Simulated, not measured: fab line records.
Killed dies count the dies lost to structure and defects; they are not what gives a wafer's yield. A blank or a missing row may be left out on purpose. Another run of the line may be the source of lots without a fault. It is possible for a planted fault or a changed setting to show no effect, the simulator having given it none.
The same fault as seen by 2 desks    flow nand harc    numbers are kept per desk, each desk with only its own; the story behind them comes last

AT THE METROLOGY DESK
What the gauges read for every lot (on any tool): the sampled wafers with a number, averaged. A lot is out of limits, marked OUT, if its mean lies more than 4 standard deviations from the usual mean; the brackets give that distance.
Columns: A = thk nm at NHARC_A_BONDPAD_THK_MEAS_20, usual 170.1 nm
lot   first seen here  A
L372  day 23 23:07     170.8
L371  day 24 01:28     168.9
L374  day 24 01:58     169.3
L373  day 24 05:24     170.7
L375  day 24 12:37     169.5
L377  day 25 23:24     169.4
L379  day 27 02:50     171.0
L380  day 27 05:13     169.5
L383  day 27 21:51     172.4
L389  day 31 03:05     169.7
L390  day 31 07:56     170.4
L393  day 32 13:22     170.6
Finding of this desk: none of the 12 lots has anything out of limits.

TOOL OWNER'S DESK, rie diel-09
The tool's own readings at NHARC_A_BONDPAD_STRIP_15 (strips in O2): means of the sampled wafers that have a number, for each lot that ran on this tool. A lot is out of limits, marked OUT, if its mean lies more than 4 standard deviations from the usual mean; the brackets give that distance.
Columns: A = chamber pressure mTorr at NHARC_A_BONDPAD_STRIP_15, usual 59.99 mTorr; B = drypump motor current A at NHARC_A_BONDPAD_STRIP_15, usual 5.6 A; C = oes product au at NHARC_A_BONDPAD_STRIP_15, usual 0.998 a.u.; D = rf vpp V at NHARC_A_BONDPAD_STRIP_15, usual 57.8 V; E = showerhead plenum p Torr at NHARC_A_BONDPAD_STRIP_15, usual 3.53 Torr; F = throttle valve pct at NHARC_A_BONDPAD_STRIP_15, usual 17.037 %
lot   first seen here  A                B    C      D     E     F
L372  day 23 21:07     59.99            5.0  1.011  57.3  3.49  17.037
L371  day 23 23:29     59.99            5.6  0.987  58.0  3.51  17.034
L374  day 23 23:58     59.95            5.2  1.010  57.5  3.52  17.043
L373  day 24 03:25     60.01            5.3  1.004  57.9  3.56  17.036
L375  day 24 10:41     59.97            5.4  0.995  57.6  3.47  17.034
L377  day 25 21:00     59.96            5.3  0.995  58.7  3.56  17.036
L380  day 27 03:12     54.76 (-92) OUT  5.3  1.016  57.6  3.35  17.035
L383  day 27 19:51     54.82 (-91) OUT  5.1  1.009  58.2  3.31  17.027
L390  day 31 05:58     60.02            5.3  0.997  57.8  3.55  17.039
This desk's finding: out of limits on L380, L383; first on L380, day 27 03:12 (chamber pressure mTorr at NHARC_A_BONDPAD_STRIP_15). In limits: L372, L371, L374, L373, L375, L377, L390.

ALL TOGETHER
At day 27 03:12, on L380, L383, the tool owner's desk was in a position to raise an alarm.
At the metrology desk, nothing out of limits was observed.
The metrology desk has L380, L383 on record, within its limits.
Every lot named ran NHARC_A_BONDPAD_STRIP_15 on rie diel-09.

WHAT THE SIMULATOR HAD PUT IN
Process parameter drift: rie diel-09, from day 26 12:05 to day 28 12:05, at NHARC_A_BONDPAD_STRIP_15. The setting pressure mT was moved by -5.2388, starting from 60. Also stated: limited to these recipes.
Lots struck among those shown: L380, L383.
Time in hours from fault onset to the first out-of-limits reading at each desk: the tool owner's desk, 15.
